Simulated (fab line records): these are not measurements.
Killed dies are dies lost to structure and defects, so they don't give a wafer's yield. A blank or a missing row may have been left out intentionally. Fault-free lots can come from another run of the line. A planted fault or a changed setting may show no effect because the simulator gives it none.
Problem report, 8D (eight disciplines) form, completed by code || flow n5Finfet || the parts of the form that need people (team, actions taken, sign-off) are left out

1. WHAT IS WRONG
VT_P_LVT at N5_BEOL_M4_RC_MEAS_101 reads a mean of -134.6 mV on 4 wafers of 2 lots; wafers without a fault read -99.0 mV with a standard deviation of 2.4. Measured from the usual mean, that is -15 standard deviations.
First seen on wafer L265.2, day 11 16:43, on prober-01. Wafers with a number at this step in the record: 24, from 8 lots. The rule behind "out" and "out of limits": a value lying over 4 standard deviations away from the usual mean. The rest of the wafers with a number are treated as sound.

2. WHAT THIS IS AND IS NOT
{"question": "which readings at this step", "is": "VT_P_LVT, IOFF_P, IOFF_P_85C, IOFF_P_LIN, IOFF_P_LONG, ION_P, VT_P, VT_P_LONG", "is not": "DIBL_N, DIBL_P, IOFF_N, ION_N, SS_N, SS_P, VT_N"}
{"question": "which lots", "is": "L265, L270", "is not": "L250, L253, L254, L256, L257, L272"}
{"question": "which wafers of those lots", "is": "L265.2, L265.3, L265.5, L270.2", "is not": "L270.4, L270.6"}
{"question": "read on which gauges", "is": "prober-01, prober-02", "is not": "-"}
{"question": "when", "is": "from day 11 16:43", "is not": "up to then (15 sound wafers); but 5 sound wafers of L270, L272 came after"}

3. WHAT RULES OUT EACH SUSPECT
Counting: any tool at a process step up to the reading remains a suspect provided it ran every lot that is out. Sound lots after the first of them don't rule it out here, since some wafers of a struck lot are sound.
- the gauge at N5_BEOL_M4_RC_MEAS_101: ruled out. 2 gauges (prober-01, prober-02) read the wafers that are out.
- aldMetal-03 at N5_HKMG_FIN_PWFM_ALD_03 (deposits TiN, target thk 2 nm, pulse time 1 s, purge time 3 s): kept. Ran every lot that is out, first one L265 (day 8 03:47); last sound lot up to then L257 (day 6 06:22).
- Within aldMetal-03 at N5_HKMG_FIN_PWFM_ALD_03: the wafers that are out ran in chambers 1, 2, 3; their sound lot-mates ran in chamber 0.
The count leaves aldMetal-03 at N5_HKMG_FIN_PWFM_ALD_03.

4. THE CAUSE (what the simulator had put in)
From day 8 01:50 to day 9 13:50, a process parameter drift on aldMetal-03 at N5_HKMG_FIN_PWFM_ALD_03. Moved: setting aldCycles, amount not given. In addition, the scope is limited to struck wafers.
Only this tool survived the counting.

5. THE CHAIN OF EFFECTS, in route order
Each row: a reading where the mean over the struck wafers with a number is more than 3 standard deviations away from the usual. Only readings for which the record gives a usual standard deviation are gone through. hours: the time from each lot's start at the first step in this table that gives one to its start at this step, as a median over the lots. sigmas: the change in usual standard deviations.
{"hours": 0, "step": "N5_BEOL_M4_RC_MEAS_101", "reading": "IOFF_P", "usual": "0.209 nA/um", "on struck wafers": 0.057, "change": -0.151, "sigmas": -5.6}
{"hours": 0, "step": "N5_BEOL_M4_RC_MEAS_101", "reading": "IOFF_P_85C", "usual": "3.6 nA/um", "on struck wafers": 1.3, "change": -2.3, "sigmas": -5.8}
{"hours": 0, "step": "N5_BEOL_M4_RC_MEAS_101", "reading": "IOFF_P_LIN", "usual": "0.100 nA/um", "on struck wafers": 0.028, "change": -0.073, "sigmas": -7.3}
{"hours": 0, "step": "N5_BEOL_M4_RC_MEAS_101", "reading": "IOFF_P_LONG", "usual": "0.000107 nA/um", "on struck wafers": 0.000053, "change": -0.000054, "sigmas": -6.0}
{"hours": 0, "step": "N5_BEOL_M4_RC_MEAS_101", "reading": "ION_P", "usual": "462 uA/um", "on struck wafers": 406, "change": -56, "sigmas": -10}
{"hours": 0, "step": "N5_BEOL_M4_RC_MEAS_101", "reading": "VT_P", "usual": "-249.9 mV", "on struck wafers": -285.8, "change": -35.9, "sigmas": -13}
{"hours": 0, "step": "N5_BEOL_M4_RC_MEAS_101", "reading": "VT_P_LONG", "usual": "-275.2 mV", "on struck wafers": -309.8, "change": -34.6, "sigmas": -12}
{"hours": 0, "step": "N5_BEOL_M4_RC_MEAS_101", "reading": "VT_P_LVT", "usual": "-99.0 mV", "on struck wafers": -134.6, "change": -35.6, "sigmas": -15}
{"hours": 103, "step": "N5_PASSIVATION_PROBE_49", "reading": "sortNPass", "usual": 1078, "on struck wafers": 1, "change": -1077, "sigmas": -60}
{"hours": 103, "step": "N5_PASSIVATION_PROBE_49", "reading": "sortYieldPct", "usual": "91.3 %", "on struck wafers": 0.1, "change": -91.2, "sigmas": -61}
The process steps in it:
- N5_PASSIVATION_PROBE_49

6. HOW IT WOULD HAVE BEEN CAUGHT EARLIER
The first out-of-limits reading at a measuring or inspecting step in this record came at day 11 16:43, 87 hours after the fault's start at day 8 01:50.
An alarm limit of 4 standard deviations would not have fired on the tool readings at N5_HKMG_FIN_PWFM_ALD_03 for which the record gives a usual standard deviation, since none of them was out on any struck wafer.
Each of the lots that are out, 2 in all, had begun N5_HKMG_FIN_PWFM_ALD_03 on aldMetal-03 no later than day 11 16:43. A hold on the tool at that time would have spared none of them.
